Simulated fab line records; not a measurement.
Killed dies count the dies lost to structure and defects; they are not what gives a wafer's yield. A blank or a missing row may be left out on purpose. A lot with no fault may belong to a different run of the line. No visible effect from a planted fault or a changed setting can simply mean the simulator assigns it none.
fab line records    flow n5_finfet
[record] lots = 7  wafers = 39
route steps=1938 shown FIN_SAQP@138 BEOL_M1@754 BEOL_M8@1332
start_h: hours from the record's opening day to when the first of the lot's shown wafers began    wait_h: hours since the lot's step before    " identical to the entry in the row above    L1.1+2: a row that stands for several wafers    - no value, or no start given    * or withheld: withheld    < > ~ a bound
route shown NAME@n: NAME is a module with steps in the file, n the number in the route of the first one    usual: mean/standard deviation taken from wafers without a fault    same: alike in all rows    chamber/n: place in a boat    sites: the reading at each site    _std_site: the values' standard deviation    _edge_site: the outer-site mean with the inner-site mean subtracted    radius_mm: how far each site lies from the wafer's centre    mask NAME#n: copy n    behind: the tool/chamber that last shaped the wafer    hold: cause of the lot's hold/its duration in hours/its outcome    device: which transistor (n, p or np) failed to switch    end of line: the same wafers' tests at the end of the route    for a step that has no rows: nothing shown but its recipe    killed: not the wafer's yield, but the dies lost to structure and defects at the first sort    map: dies across one wafer; x = killed, . = not, _ = none there
set.NAME: the setting the step ran with; set.NAME@STEP: the setting that earlier step ran with    model.NAME: the simulator's own value behind a step, which no gauge read
lots run with intentionally changed settings; tables by step, rows by wafer
[[steps]]
[step N5_FIN_SAQP_SPACER2_ALD_28]
[recipe] material = SiO2  target_thk_a = 81  temp_c = 300  ald_precursor_family = BDEAS  ald_co_reactant = O2-plasma  pulse_time_s = 1  purge_time_s = 2  co_reactant_purge_time_s = 2  pressure_torr = 2
lot.wafer   tool        chamber  start_h  wait_h  set.target_thk_a  model.SiO2_of_FIN_SAQP_SPACER2_ALD_28.thk_nm
L078.1+3+5  ald_sin-01  1,2,2    49.22    0.1     98.16             9.8
L078.2+4+6  "           0,3,3    "        "       81                8
L079.1+2+5  ald_sin-04  2,0,2    55.83    0.1     106.2             10.6
L079.3+6    "           1,3      "        "       81                8.2
L079.4      "           3        "        "       81                8
L080.1+5+6  ald_sin-01  2,0,1    62.41    0.1     81                8
L080.2+3+4  "           3,1,0    "        "       62.43             6.2
L088.1+5+6  ald_sin-01  0,1,2    110.64   0.1     81                8
L088.2+3+4  "           1,3,2    "        "       66.96             6.6
L089.3+5    ald_sin-04  3        114.59   0.1     81                8.2
L089.4      "           0        "        "       81                8
L090.1+2+6  ald_sin-04  2,0,1    122.97   0.5     56.17             5.6
L090.3      "           1        "        "       81                8
L090.4+5    "           3,2      "        "       81                8.2
L095.1+4+5  ald_sin-01  1,0,2    151.20   0.8     110.3             11
L095.2+3+6  "           2,3,1    "        "       81                8
[step N5_FIN_SAQP_SPACER2_ETCHBACK_29]
[recipe] chemistry = CHF3/O2  mode = anisotropic_etchback  target = SiO2  target_depth_a = 122  time_s = 6.1  pressure_mtorr = 30  source_w = 650  bias_w = 170  Ar_flow_sccm = 200  CHF3_flow_sccm = 50  O2_flow_sccm = 5  ion_energy_ev = 200
[step N5_FIN_SAQP_MANDREL2_REMOVE_60]
[recipe] chemistry = HBr/Cl2/O2  bt_time_s = 10  target = a-Si  stop_on = SiNx  endpoint = OES-SiCl  over_etch_frac = 1  icp_w = 600  bias_w = 22  HBr_flow_sccm = 150  Cl2_flow_sccm = 80  O2_flow_sccm = 5  pressure_mtorr = 10
lot.wafer   tool       chamber  start_h  wait_h  set.target_thk_a@FIN_SAQP_SPACER2_ALD_28  model.FIN_SAQP.cd_nm
L078.1      rie_si-02  3        49.64    0.1     98.16                                     9.8
L078.2      "          2        "        "       81                                        8
L078.3+5    "          0        "        "       98.16                                     9.6
L078.4+6    "          1        "        "       81                                        8.2
L079.1+2+5  rie_si-04  0,2,1    56.39    0.1     106.2                                     10.6
L079.3+6    "          1,2      "        "       81                                        8
L079.4      "          3        "        "       81                                        8.2
L080.1      rie_si-04  3        62.82    0.1     81                                        8.2
L080.2+3    "          0,1      "        "       62.43                                     6.2
L080.4      "          2        "        "       62.43                                     6.4
L080.5+6    "          1,0      "        "       81                                        8
L088.1+5+6  rie_si-02  3,1,3    111.08   0.1     81                                        8.2
L088.2      "          1        "        "       66.96                                     6.8
L088.3+4    "          0        "        "       66.96                                     6.6
L089.3+4+5  rie_si-01  2,1,1    115.00   0.1     81                                        8.2
L090.1      rie_si-02  2        123.62   0.1     56.17                                     5.8
L090.2+6    "          0,1      "        "       56.17                                     5.6
L090.3+4+5  "          3,1,0    "        "       81                                        8.2
L095.1+4    rie_si-04  1,2      151.61   0.1     110.3                                     11
L095.2      "          0        "        "       81                                        7.8
L095.3      "          2        "        "       81                                        8
L095.5      "          0        "        "       110.3                                     10.8
L095.6      "          1        "        "       81                                        8.2
[step N5_FIN_SAQP_CD_MEAS_31]
[recipe] target_cd_nm = 8  landing_energy_ev = 1000  detector = se_inlens  polarity = line
[usual] cd_nm = 8.08/0.22
lot.wafer  tool       chamber  start_h  wait_h  set.target_thk_a@FIN_SAQP_SPACER2_ALD_28  cd_nm
L078.1     cd_sem-02  0        49.75    0.1     98.16                                     9.85
L078.2     "          0        "        "       81                                        8.14
L078.3     "          0        "        "       98.16                                     10.05
L078.4     "          0        "        "       81                                        8.52
L078.5     "          0        "        "       98.16                                     9.80
L078.6     "          0        "        "       81                                        8.25
L079.1     cd_sem-03  0        56.50    0.1     106.2                                     10.38
L079.2     "          0        "        "       106.2                                     10.93
L079.3     "          0        "        "       81                                        7.80
L079.4     "          0        "        "       81                                        7.93
L079.5     "          0        "        "       106.2                                     10.50
L079.6     "          0        "        "       81                                        8.18
L080.1     cd_sem-03  0        62.93    0.1     81                                        7.62
L080.2     "          0        "        "       62.43                                     6.06
L080.3     "          0        "        "       62.43                                     6.25
L080.4     "          0        "        "       62.43                                     6.52
L080.5     "          0        "        "       81                                        7.79
L080.6     "          0        "        "       81                                        8.03
L088.1     cd_sem-02  0        111.19   0.1     81                                        8.21
L088.2     "          0        "        "       66.96                                     6.58
L088.3     "          0        "        "       66.96                                     5.95
L088.4     "          0        "        "       66.96                                     6.64
L088.5     "          0        "        "       81                                        8.24
L088.6     "          0        "        "       81                                        7.67
L089.3     cd_sem-02  0        115.11   0.1     81                                        8.34
L089.4     "          0        "        "       81                                        8.33
L089.5     "          0        "        "       81                                        7.83
L090.1     cd_sem-03  0        123.73   0.1     56.17                                     5.91
L090.2     "          0        "        "       56.17                                     5.67
L090.3     "          0        "        "       81                                        8.16
L090.4     "          0        "        "       81                                        8.10
L090.5     "          0        "        "       81                                        7.76
L090.6     "          0        "        "       56.17                                     5.74
L095.1     cd_sem-01  0        151.72   0.1     110.3                                     10.90
L095.2     "          0        "        "       81                                        7.75
L095.3     "          0        "        "       81                                        8.32
L095.4     "          0        "        "       110.3                                     11.23
L095.5     "          0        "        "       110.3                                     10.72
L095.6     "          0        "        "       81                                        7.75
[step N5_FIN_SAQP_HM_OPEN_33]
[recipe] chemistry = CH3F/O2  target = SiNx  mask_material = SiO2  target_depth_a = 494  time_s = 70.6  pressure_mtorr = 30  source_w = 395  bias_w = 73  Ar_flow_sccm = 150  CH3F_flow_sccm = 30  O2_flow_sccm = 20  ion_energy_ev = 120  ends = cleared
[step N5_FIN_SAQP_ETCH_34]
[recipe] chemistry = C4F6/O2  target = SiO2  target_depth_a = 450  time_s = 15  ion_energy_ev = 250  pressure_mtorr = 30  source_w = 345  bias_w = 185  Ar_flow_sccm = 300  C4F6_flow_sccm = 10  O2_flow_sccm = 10  ends = cleared
[step N5_FIN_SAQP_STRIP_77]
[recipe] chemistry = N2/H2  time_s = 90  power_w = 100  temp_c = 40  pressure_mtorr = 100  rf_frequency_hz = 6e+07  bias_power_w = 3  n2_flow_sccm = 300  h2_flow_sccm = 300
[step N5_FIN_SAQP_HM_CD_35]
[recipe] target_cd_nm = 8  polarity = line
[usual] cd_nm = 8.07/0.23
lot.wafer  tool       chamber  start_h  wait_h  set.target_thk_a@FIN_SAQP_SPACER2_ALD_28  cd_nm
L078.1     cd_sem-01  -        50.01    0.1     98.16                                     9.75
L078.2     "          -        "        "       81                                        8.38
L078.3     "          -        "        "       98.16                                     9.57
L078.4     "          -        "        "       81                                        8.40
L078.5     "          -        "        "       98.16                                     9.85
L078.6     "          -        "        "       81                                        7.99
L079.1     cd_sem-02  -        56.76    0.1     106.2                                     10.64
L079.2     "          -        "        "       106.2                                     10.90
L079.3     "          -        "        "       81                                        7.72
L079.4     "          -        "        "       81                                        7.89
L079.5     "          -        "        "       106.2                                     10.40
L079.6     "          -        "        "       81                                        7.64
L080.1     cd_sem-02  -        63.19    0.1     81                                        8.19
L080.2     "          -        "        "       62.43                                     6.30
L080.3     "          -        "        "       62.43                                     6.38
L080.4     "          -        "        "       62.43                                     6.11
L080.5     "          -        "        "       81                                        8.11
L080.6     "          -        "        "       81                                        8.19
L088.1     cd_sem-03  -        111.46   0.1     81                                        8.26
L088.2     "          -        "        "       66.96                                     6.72
L088.3     "          -        "        "       66.96                                     6.13
L088.4     "          -        "        "       66.96                                     6.57
L088.5     "          -        "        "       81                                        8.13
L088.6     "          -        "        "       81                                        8.39
L089.3     cd_sem-03  -        115.38   0.1     81                                        8.28
L089.4     "          -        "        "       81                                        7.94
L089.5     "          -        "        "       81                                        8.14
L090.1     cd_sem-03  -        124.00   0.1     56.17                                     5.92
L090.2     "          -        "        "       56.17                                     5.86
L090.3     "          -        "        "       81                                        8.02
L090.4     "          -        "        "       81                                        8.13
L090.5     "          -        "        "       81                                        7.90
L090.6     "          -        "        "       56.17                                     5.81
L095.1     cd_sem-02  -        151.99   0.1     110.3                                     10.88
L095.2     "          -        "        "       81                                        7.55
L095.3     "          -        "        "       81                                        7.86
L095.4     "          -        "        "       110.3                                     11.08
L095.5     "          -        "        "       110.3                                     11.06
L095.6     "          -        "        "       81                                        8.36
[step N5_FIN_SAQP_ETCH_64]
[recipe] chemistry = CF4  target = SiO2  target_depth_a = 15  ion_energy_ev = 350  pressure_mtorr = 10  icp_w = 800  bias_w = 400  cf4_flow_sccm = 80
[step N5_FIN_SAQP_FIN_ETCH_36]
[recipe] chemistry = HBr/Cl2/O2  target_depth_a = 1200  mask_material = SiNx  time_s = 50.4  bias_w = 102  pressure_mtorr = 10  icp_w = 800  HBr_flow_sccm = 150  Cl2_flow_sccm = 80  O2_flow_sccm = 12
lot.wafer   tool       chamber  start_h  wait_h  set.target_thk_a@FIN_SAQP_SPACER2_ALD_28  model.FIN_SAQP.cd_nm
L078.1+5    rie_si-04  2,3      50.08    0.0     98.16                                     9.8
L078.2      "          1        "        "       81                                        7.8
L078.3      "          0        "        "       98.16                                     9.6
L078.4      "          3        "        "       81                                        8.2
L078.6      "          2        "        "       81                                        8
L079.1+5    rie_si-02  0        56.83    0.0     106.2                                     10.4
L079.2      "          3        "        "       106.2                                     10.6
L079.3      "          1        "        "       81                                        8.2
L079.4+6    "          2,3      "        "       81                                        8
L080.1      rie_si-01  0        63.26    0.0     81                                        8.4
L080.2+4    "          3,1      "        "       62.43                                     6.2
L080.3      "          2        "        "       62.43                                     6.4
L080.5+6    "          3,0      "        "       81                                        8
L088.1+5    rie_si-01  3,1      111.53   0.0     81                                        8.2
L088.2      "          2        "        "       66.96                                     6.8
L088.3+4    "          0,1      "        "       66.96                                     6.6
L088.6      "          2        "        "       81                                        8.4
L089.3+5    rie_si-04  2        115.44   0.0     81                                        8.4
L089.4      "          0        "        "       81                                        8.2
L090.1+2+6  rie_si-01  3,1,2    124.07   0.0     56.17                                     5.8
L090.3      "          0        "        "       81                                        8.2
L090.4      "          2        "        "       81                                        8.4
L090.5      "          3        "        "       81                                        8
L095.1+5    rie_si-01  0,3      152.06   0.0     110.3                                     10.8
L095.2      "          2        "        "       81                                        7.8
L095.3      "          1        "        "       81                                        8
L095.4      "          3        "        "       110.3                                     11
L095.6      "          0        "        "       81                                        8.2
[step N5_FIN_SAQP_CD_MEAS_37]
[recipe] target_cd_nm = 8  polarity = line
[usual] cd_nm = 8.12/0.27
lot.wafer  tool       chamber  start_h  wait_h  set.target_thk_a@FIN_SAQP_SPACER2_ALD_28  cd_nm
L078.1     cd_sem-01  -        50.20    0.1     98.16                                     9.63
L078.2     "          -        "        "       81                                        8.12
L078.3     "          -        "        "       98.16                                     9.40
L078.4     "          -        "        "       81                                        8.13
L078.5     "          -        "        "       98.16                                     9.75
L078.6     "          -        "        "       81                                        7.94
L079.1     cd_sem-02  -        56.95    0.1     106.2                                     10.40
L079.2     "          -        "        "       106.2                                     10.45
L079.3     "          -        "        "       81                                        8.29
L079.4     "          -        "        "       81                                        8.20
L079.5     "          -        "        "       106.2                                     10.74
L079.6     "          -        "        "       81                                        8.01
L080.1     cd_sem-02  -        63.38    0.1     81                                        8.27
L080.2     "          -        "        "       62.43                                     6.06
L080.3     "          -        "        "       62.43                                     6.72
L080.4     "          -        "        "       62.43                                     6.38
L080.5     "          -        "        "       81                                        7.77
L080.6     "          -        "        "       81                                        8.06
L088.1     cd_sem-02  -        111.65   0.1     81                                        8.25
L088.2     "          -        "        "       66.96                                     7.13
L088.3     "          -        "        "       66.96                                     7.02
L088.4     "          -        "        "       66.96                                     6.56
L088.5     "          -        "        "       81                                        7.73
L088.6     "          -        "        "       81                                        8.70
L089.3     cd_sem-01  -        115.57   0.1     81                                        8.21
L089.4     "          -        "        "       81                                        7.87
L089.5     "          -        "        "       81                                        8.20
L090.1     cd_sem-03  -        124.18   0.1     56.17                                     5.82
L090.2     "          -        "        "       56.17                                     5.81
L090.3     "          -        "        "       81                                        8.41
L090.4     "          -        "        "       81                                        7.87
L090.5     "          -        "        "       81                                        7.92
L090.6     "          -        "        "       56.17                                     6.11
L095.1     cd_sem-02  -        152.18   0.1     110.3                                     10.71
L095.2     "          -        "        "       81                                        7.76
L095.3     "          -        "        "       81                                        8.18
L095.4     "          -        "        "       110.3                                     11.22
L095.5     "          -        "        "       110.3                                     10.95
L095.6     "          -        "        "       81                                        7.95
[step N5_BEOL_M1_HM_DEP_02]
[recipe] material = TiN  target_thk_a = 200  temp_c = 25  chamber_pressure_pa = 0.49996
lot.wafer     tool            chamber  start_h  wait_h  set.target_thk_a  model.TiN_of_BEOL_M1_HM_DEP_02.thk_nm
L078.1+2+6    pvd_sputter-02  -        148.11   3.9     255.7             25.8
L078.3+4+5    "               -        "        "       200               20.4
L079.1+4      pvd_sputter-01  -        153.57   0.6     200               20
L079.2+5      "               -        "        "       125.1             12.4
L079.3        "               -        "        "       200               19.8
L079.6        "               -        "        "       125.1             12.6
L080.1+2      pvd_sputter-02  -        158.78   0.7     275.8             27.2
L080.3+5+6    "               -        "        "       200               19.8
L080.4        "               -        "        "       275.8             27.4
L088.1+3+5    pvd_sputter-03  -        211.14   0.1     141               14
L088.2+4      "               -        "        "       200               20.2
L088.6        "               -        "        "       200               20
L089.3+4+5    pvd_sputter-03  -        214.69   0.5     200               20
L090.1+4      pvd_sputter-03  -        221.44   0.7     162               15.8
L090.2+5      "               -        "        "       200               19.8
L090.3        "               -        "        "       200               19.6
L090.6        "               -        "        "       162               16
L095.1+2+5+6  pvd_sputter-03  -        244.24   2.1     200               19.4
L095.3        "               -        "        "       200               19.2
L095.4        "               -        "        "       200               19.6
[step N5_BEOL_M1_COAT_61]
[recipe] resist = SOC  temp_c = 250  time_s = 60  spin_rpm = 1500  resist_thk_nm = 60
[step N5_BEOL_M1_COAT_62]
[recipe] resist = SiARC  temp_c = 220  time_s = 60  spin_rpm = 1500  resist_thk_nm = 12
[step N5_BEOL_M1_STRIP_75]
[recipe] chemistry = N2/H2  temp_c = 40  n2_flow_sccm = 200  h2_flow_sccm = 200  rf_frequency_hz = 6e+07
[step N5_BEOL_M1_STRIP_66]
[recipe] chemistry = CF4  resist = SiARC  power_w = 300  bias_power_w = 75  pressure_mtorr = 50  cf4_flow_sccm = 150  rf_frequency_hz = 6e+07
[step N5_BEOL_M1_HM_OPEN_17]
[recipe] chemistry = Cl2/BCl3  target_depth_a = 200  overetch_a = 60  target = TiN  mask_material = SOC  ion_energy_ev = 150  pressure_mtorr = 10  icp_w = 1000  bias_w = 126  Cl2_flow_sccm = 53.25  bcl3_flow_sccm = 21.75  Ar_flow_sccm = 25
lot.wafer  tool          chamber  start_h  wait_h  set.target_thk_a@BEOL_M1_HM_DEP_02  model.etch.depth_nm
L078.1     rie_metal-02  1        148.89   0.0     255.7                               25.85
L078.2     "             1        "        "       255.7                               25.87
L078.3     "             1        "        "       200                                 20.38
L078.4     "             1        "        "       200                                 20.3
L078.5     "             1        "        "       200                                 20.37
L078.6     "             1        "        "       255.7                               25.81
L079.1     rie_metal-02  1        154.45   0.0     200                                 20.05
L079.2     "             1        "        "       125.1                               12.4
L079.3     "             1        "        "       200                                 19.8
L079.4     "             1        "        "       200                                 19.95
L079.5     "             1        "        "       125.1                               12.47
L079.6     "             1        "        "       125.1                               12.5
L080.1     rie_metal-02  1        159.54   0.0     275.8                               25.91
L080.2     "             0        "        "       275.8                               25.92
L080.3+6   "             1,0      "        "       200                                 19.83
L080.4     "             0        "        "       275.8                               25.7
L080.5     "             1        "        "       200                                 19.7
L088.1+3   rie_metal-01  1        211.91   0.0     141                                 14.02
L088.2     "             1        "        "       200                                 20.21
L088.4     "             1        "        "       200                                 20.17
L088.5     "             1        "        "       141                                 14.09
L088.6     "             1        "        "       200                                 19.98
L089.3     rie_metal-02  1        215.48   0.1     200                                 19.91
L089.4     "             0        "        "       200                                 20.02
L089.5     "             0        "        "       200                                 19.95
L090.1     rie_metal-03  1        222.40   0.0     162                                 15.84
L090.2     "             0        "        "       200                                 19.88
L090.3     "             0        "        "       200                                 19.7
L090.4     "             1        "        "       162                                 15.87
L090.5     "             0        "        "       200                                 19.71
L090.6     "             1        "        "       162                                 15.99
L095.1     rie_metal-02  1        245.09   0.0     200                                 19.42
L095.2     "             0        "        "       200                                 19.37
L095.3     "             0        "        "       200                                 19.22
L095.4     "             1        "        "       200                                 19.62
L095.5     "             1        "        "       200                                 19.31
L095.6     "             0        "        "       200                                 19.3
[step N5_BEOL_M8_ILD_DEP_00]
[recipe] material = SiCOH_lowk  target_thk_a = 1797.5  temp_c = 300  precursor = DEMS/porogen  pressure_torr = 5  rf_w = 500  time_s = 33.4
lot.wafer  tool      chamber  start_h  wait_h  set.target_thk_a  model.SiCOH_lowk_of_BEOL_M8_ILD_DEP_00.thk_nm
L078.1     pecvd-04  2        253.67   0.0     1797.5            179
L078.2     "         0        "        "       1523              152.4
L078.3     "         1        "        "       1797.5            181.8
L078.4     "         1        "        "       1523              156.8
L078.5     "         2        "        "       1523              153.6
L078.6     "         0        "        "       1797.5            186
L080.1     pecvd-03  2        265.97   0.0     1797.5            177.8
L080.2     "         1        "        "       1797.5            176.2
L080.3     "         0        "        "       1167              116.4
L080.4     "         2        "        "       1167              117.8
L080.5     "         1        "        "       1797.5            179.4
L080.6     "         0        "        "       1167              118.2
L079.1     pecvd-01  0        268.98   0.0     1797.5            177
L079.2     "         2        "        "       1797.5            178.2
L079.3     "         1        "        "       1797.5            180
L079.4     "         0        "        "       1797.5            183.6
L079.5     "         2        "        "       1797.5            182.4
L079.6     "         1        "        "       1797.5            181.6
L089.3     pecvd-04  0        313.76   0.0     1797.5            178
L089.4     "         2        "        "       1797.5            180.2
L089.5     "         1        "        "       1797.5            183.6
L088.1     pecvd-01  1        320.69   0.0     1797.5            176.4
L088.2+3   "         2,0      "        "       1459              145.4
L088.4     "         1        "        "       1797.5            180.8
L088.5     "         2        "        "       1797.5            182
L088.6     "         0        "        "       1459              146.6
L090.1     pecvd-04  0        336.13   0.0     2609              259.8
L090.2     "         1        "        "       1797.5            179.2
L090.3     "         2        "        "       1797.5            179.6
L090.4     "         1        "        "       2609              261.2
L090.5     "         2        "        "       2609              261.4
L090.6     "         0        "        "       1797.5            180.4
L095.1     pecvd-03  2        348.02   0.0     2518              250.8
L095.2     "         1        "        "       1797.5            180
L095.3     "         0        "        "       1797.5            179.8
L095.4     "         0        "        "       2518              255.4
L095.5     "         2        "        "       2518              254.4
L095.6     "         1        "        "       1797.5            181
[step N5_BEOL_M8_CURE_74]
[recipe] temp_c = 385  time_s = 240  ambient = He/Ar  material = SiCOH_lowk
lot.wafer  tool        chamber  start_h  wait_h  set.target_thk_a@BEOL_M8_ILD_DEP_00  model.SiCOH_lowk_of_BEOL_M8_ILD_DEP_00.thk_nm
L078.1     uv_cure-02  1        253.74   0.0     1797.5                               154.4
L078.2     "           1        "        "       1523                                 131.2
L078.3     "           1        "        "       1797.5                               156.8
L078.4     "           1        "        "       1523                                 135
L078.5     "           1        "        "       1523                                 132.4
L078.6     "           1        "        "       1797.5                               160.4
L080.1     uv_cure-02  1        267.10   1.1     1797.5                               153.2
L080.2     "           1        "        "       1797.5                               152
L080.3     "           1        "        "       1167                                 100
L080.4     "           1        "        "       1167                                 101.2
L080.5     "           1        "        "       1797.5                               154.6
L080.6     "           1        "        "       1167                                 101.6
L079.1     uv_cure-03  2        269.04   0.0     1797.5                               152.6
L079.2     "           2        "        "       1797.5                               153.6
L079.3     "           2        "        "       1797.5                               155.2
L079.4     "           2        "        "       1797.5                               158.4
L079.5     "           2        "        "       1797.5                               157.4
L079.6     "           2        "        "       1797.5                               156.6
L089.3     uv_cure-02  1        313.99   0.2     1797.5                               153.6
L089.4     "           1        "        "       1797.5                               155.4
L089.5     "           1        "        "       1797.5                               158.4
L088.1     uv_cure-03  0        320.75   0.0     1797.5                               152
L088.2+3   "           0        "        "       1459                                 125
L088.4     "           0        "        "       1797.5                               155.8
L088.5     "           0        "        "       1797.5                               157
L088.6     "           0        "        "       1459                                 126.2
L090.1     uv_cure-03  0        336.24   0.1     2609                                 225
L090.2     "           0        "        "       1797.5                               154.6
L090.3     "           0        "        "       1797.5                               154.8
L090.4+5   "           0        "        "       2609                                 226.4
L090.6     "           0        "        "       1797.5                               155.6
L095.1     uv_cure-03  0        348.09   0.0     2518                                 217
L095.2     "           0        "        "       1797.5                               155.2
L095.3     "           0        "        "       1797.5                               155
L095.4     "           0        "        "       2518                                 221.2
L095.5     "           0        "        "       2518                                 220.4
L095.6     "           0        "        "       1797.5                               156.2
[step N5_BEOL_M8_THK_MEAS_01]
[recipe] reads = SiCOH_lowk_of_BEOL_M8_ILD_DEP_00
[usual] M8_ILD_THK = 155.7/1.9
lot.wafer  tool           chamber  start_h  wait_h  set.target_thk_a@BEOL_M8_ILD_DEP_00  M8_ILD_THK[nm]
L078.1     film_metro-01  -        254.25   0.4     1797.5                               154.4
L078.2     "              -        "        "       1523                                 131.3
L078.3     "              -        "        "       1797.5                               156.6
L078.4     "              -        "        "       1523                                 135.1
L078.5     "              -        "        "       1523                                 132.4
L078.6     "              -        "        "       1797.5                               160.5
L080.1     film_metro-02  -        267.62   0.4     1797.5                               153.2
L080.2     "              -        "        "       1797.5                               152.0
L080.3     "              -        "        "       1167                                 100.1
L080.4     "              -        "        "       1167                                 101.2
L080.5     "              -        "        "       1797.5                               154.5
L080.6     "              -        "        "       1167                                 101.5
L079.1     film_metro-01  -        270.03   0.8     1797.5                               152.5
L079.2     "              -        "        "       1797.5                               153.7
L079.3     "              -        "        "       1797.5                               155.2
L079.4     "              -        "        "       1797.5                               158.4
L079.5     "              -        "        "       1797.5                               157.2
L079.6     "              -        "        "       1797.5                               156.7
L089.3     film_metro-01  -        314.34   0.3     1797.5                               153.5
L089.4     "              -        "        "       1797.5                               155.5
L089.5     "              -        "        "       1797.5                               158.4
L088.1     film_metro-01  -        321.26   0.4     1797.5                               152.1
L088.2     "              -        "        "       1459                                 125.0
L088.3     "              -        "        "       1459                                 125.1
L088.4     "              -        "        "       1797.5                               155.9
L088.5     "              -        "        "       1797.5                               157.2
L088.6     "              -        "        "       1459                                 126.2
L090.1     film_metro-01  -        336.75   0.4     2609                                 225.0
L090.2     "              -        "        "       1797.5                               154.6
L090.3     "              -        "        "       1797.5                               154.9
L090.4     "              -        "        "       2609                                 226.5
L090.5     "              -        "        "       2609                                 226.4
L090.6     "              -        "        "       1797.5                               155.7
L095.1     film_metro-01  -        348.60   0.4     2518                                 217.2
L095.2     "              -        "        "       1797.5                               155.4
L095.3     "              -        "        "       1797.5                               155.0
L095.4     "              -        "        "       2518                                 221.0
L095.5     "              -        "        "       2518                                 220.5
L095.6     "              -        "        "       1797.5                               156.1
[[key]]
[split] step = N5_FIN_SAQP_SPACER2_ALD_28  setting = target_thk_a  stated = 81  by = wafer
[response] step = N5_FIN_SAQP_SPACER2_ALD_28  reading = model.SiO2_of_FIN_SAQP_SPACER2_ALD_28.thk_nm  change = +0.0816  per = 1%  r = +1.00
[response] step = N5_FIN_SAQP_MANDREL2_REMOVE_60  reading = model.FIN_SAQP.cd_nm  change = +0.0808  per = 1%  r = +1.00
[response] step = N5_FIN_SAQP_CD_MEAS_31  reading = cd_nm  change = +0.0795  per = 1%  r = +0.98
[response] step = N5_FIN_SAQP_HM_CD_35  reading = cd_nm  change = +0.0831  per = 1%  r = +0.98
[response] step = N5_FIN_SAQP_FIN_ETCH_36  reading = model.FIN_SAQP.cd_nm  change = +0.08  per = 1%  r = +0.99
[response] step = N5_FIN_SAQP_CD_MEAS_37  reading = cd_nm  change = +0.0759  per = 1%  r = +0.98
[split] step = N5_BEOL_M1_HM_DEP_02  setting = target_thk_a  stated = 200  by = wafer
[response] step = N5_BEOL_M1_HM_DEP_02  reading = model.TiN_of_BEOL_M1_HM_DEP_02.thk_nm  change = +0.2  per = 1%  r = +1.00
[response] step = N5_BEOL_M1_HM_OPEN_17  reading = model.etch.depth_nm  change = +0.189  per = 1%  r = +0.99
[split] step = N5_BEOL_M8_ILD_DEP_00  setting = target_thk_a  stated = 1797.5  by = wafer
[response] step = N5_BEOL_M8_ILD_DEP_00  reading = model.SiCOH_lowk_of_BEOL_M8_ILD_DEP_00.thk_nm  change = +1.79  per = 1%  r = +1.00
[response] step = N5_BEOL_M8_CURE_74  reading = model.SiCOH_lowk_of_BEOL_M8_ILD_DEP_00.thk_nm  change = +1.56  per = 1%  r = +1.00
[response] step = N5_BEOL_M8_THK_MEAS_01  reading = M8_ILD_THK  change = +1.56  per = 1%  r = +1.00
